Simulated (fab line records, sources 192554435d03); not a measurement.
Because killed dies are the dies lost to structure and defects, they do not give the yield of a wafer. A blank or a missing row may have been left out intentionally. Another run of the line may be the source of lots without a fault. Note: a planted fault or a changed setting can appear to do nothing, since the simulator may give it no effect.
Chamber matching || flow n5Finfet || aldSin-04 running N5_FIN_SAQP_ALD_61: 4 sister chambers
The step deposits SiO2, target thk 4 nm, pulse time 1 s, purge time 2 s. 16 wafers are shown with their chamber, then 8 later ones without.

WAFERS WITH THEIR CHAMBER
{"wafer": "L074.3", "chamber": 3, "heaterPowerW (W)": 517, "chamberPressureTorr (Torr)": 1.994, "precursorPulseHeightRel": 1.004}
{"wafer": "L074.5", "chamber": 3, "heaterPowerW (W)": 495, "chamberPressureTorr (Torr)": 2.010, "precursorPulseHeightRel": 0.985}
{"wafer": "L074.6", "chamber": 1, "heaterPowerW (W)": 454, "chamberPressureTorr (Torr)": 1.997, "precursorPulseHeightRel": 1.039}
{"wafer": "L075.2", "chamber": 1, "heaterPowerW (W)": 460, "chamberPressureTorr (Torr)": 1.997, "precursorPulseHeightRel": 0.984}
{"wafer": "L075.5", "chamber": 1, "heaterPowerW (W)": 461, "chamberPressureTorr (Torr)": 1.998, "precursorPulseHeightRel": 1.005}
{"wafer": "L075.6", "chamber": 3, "heaterPowerW (W)": 509, "chamberPressureTorr (Torr)": 2.001, "precursorPulseHeightRel": 0.994}
{"wafer": "L077.2", "chamber": 2, "heaterPowerW (W)": 430, "chamberPressureTorr (Torr)": 2.001, "precursorPulseHeightRel": 0.991}
{"wafer": "L077.3", "chamber": 1, "heaterPowerW (W)": 453, "chamberPressureTorr (Torr)": 1.998, "precursorPulseHeightRel": 1.019}
{"wafer": "L077.4", "chamber": 0, "heaterPowerW (W)": 464, "chamberPressureTorr (Torr)": 1.999, "precursorPulseHeightRel": 0.992}
{"wafer": "L079.1", "chamber": 2, "heaterPowerW (W)": 428, "chamberPressureTorr (Torr)": 2.002, "precursorPulseHeightRel": 0.986}
{"wafer": "L079.4", "chamber": 0, "heaterPowerW (W)": 475, "chamberPressureTorr (Torr)": 2.002, "precursorPulseHeightRel": 0.957}
{"wafer": "L079.6", "chamber": 2, "heaterPowerW (W)": 432, "chamberPressureTorr (Torr)": 1.989, "precursorPulseHeightRel": 1.015}
{"wafer": "L083.1", "chamber": 1, "heaterPowerW (W)": 454, "chamberPressureTorr (Torr)": 2.003, "precursorPulseHeightRel": 0.982}
{"wafer": "L083.3", "chamber": 2, "heaterPowerW (W)": 429, "chamberPressureTorr (Torr)": 1.995, "precursorPulseHeightRel": 1.007}
{"wafer": "L083.6", "chamber": 3, "heaterPowerW (W)": 498, "chamberPressureTorr (Torr)": 1.996, "precursorPulseHeightRel": 0.974}
{"wafer": "L088.1", "chamber": 0, "heaterPowerW (W)": 458, "chamberPressureTorr (Torr)": 1.991, "precursorPulseHeightRel": 1.054}

SIGNATURES, as means of the wafers listed above
{"reading": "heaterPowerW", "chamber 0": 465.67, "chamber 1": 456.40, "chamber 2": 429.75, "chamber 3": 504.75, "scatter within a chamber": 6.6}
{"reading": "chamberPressureTorr", "chamber 0": 1.99733, "chamber 1": 1.99860, "chamber 2": 1.99675, "chamber 3": 2.00025, "scatter within a chamber": 0.00541}
{"reading": "precursorPulseHeightRel", "chamber 0": 1.00100, "chamber 1": 1.00580, "chamber 2": 0.99975, "chamber 3": 0.98925, "scatter within a chamber": 0.0261}
Rule: for a wafer and a chamber, the distance is found by dividing, reading by reading, the gap between the wafer's reading and the chamber's mean by the reading's scatter, squaring, summing and taking the root. If the next closest chamber is less than 2 further off than the closest, the wafer can't be placed; otherwise it belongs to the closest. How the scatter is found: for the shown wafers, subtract from each reading the mean of its chamber, square and add these, divide the total by (wafers less chambers), then take the root.

WAFERS WHOSE CHAMBER IS MISSING
{"wafer": "L088.2", "heaterPowerW (W)": 463, "chamberPressureTorr (Torr)": 1.999, "precursorPulseHeightRel": 0.981}
{"wafer": "L088.3", "heaterPowerW (W)": 426, "chamberPressureTorr (Torr)": 2.000, "precursorPulseHeightRel": 1.012}
{"wafer": "L092.2", "heaterPowerW (W)": 462, "chamberPressureTorr (Torr)": 2.000, "precursorPulseHeightRel": 0.993}
{"wafer": "L092.4", "heaterPowerW (W)": 506, "chamberPressureTorr (Torr)": 2.002, "precursorPulseHeightRel": 1.029}
{"wafer": "L092.6", "heaterPowerW (W)": 435, "chamberPressureTorr (Torr)": 2.006, "precursorPulseHeightRel": 0.981}
{"wafer": "L095.3", "heaterPowerW (W)": 426, "chamberPressureTorr (Torr)": 2.001, "precursorPulseHeightRel": 0.998}
{"wafer": "L095.5", "heaterPowerW (W)": 469, "chamberPressureTorr (Torr)": 1.999, "precursorPulseHeightRel": 1.012}
{"wafer": "L095.6", "heaterPowerW (W)": 458, "chamberPressureTorr (Torr)": 2.003, "precursorPulseHeightRel": 0.992}

THE CHAMBER EACH PASSED THROUGH
{"wafer": "L088.2", "from the rows above": "can't be placed: 0 or 1", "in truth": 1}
{"wafer": "L088.3", "from the rows above": 2, "in truth": 2}
{"wafer": "L092.2", "from the rows above": "can't be placed: 0 or 1", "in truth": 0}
{"wafer": "L092.4", "from the rows above": 3, "in truth": 3}
{"wafer": "L092.6", "from the rows above": "can't be placed: 2 or 1", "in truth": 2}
{"wafer": "L095.3", "from the rows above": 2, "in truth": 2}
{"wafer": "L095.5", "from the rows above": "can't be placed: 0 or 1", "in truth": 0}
{"wafer": "L095.6", "from the rows above": "can't be placed: 1 or 0", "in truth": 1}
Correct placement for 3 of the 8. Can't be placed from these rows: 5 (the true chamber is among the candidates in 5). Placed wrongly: 0.
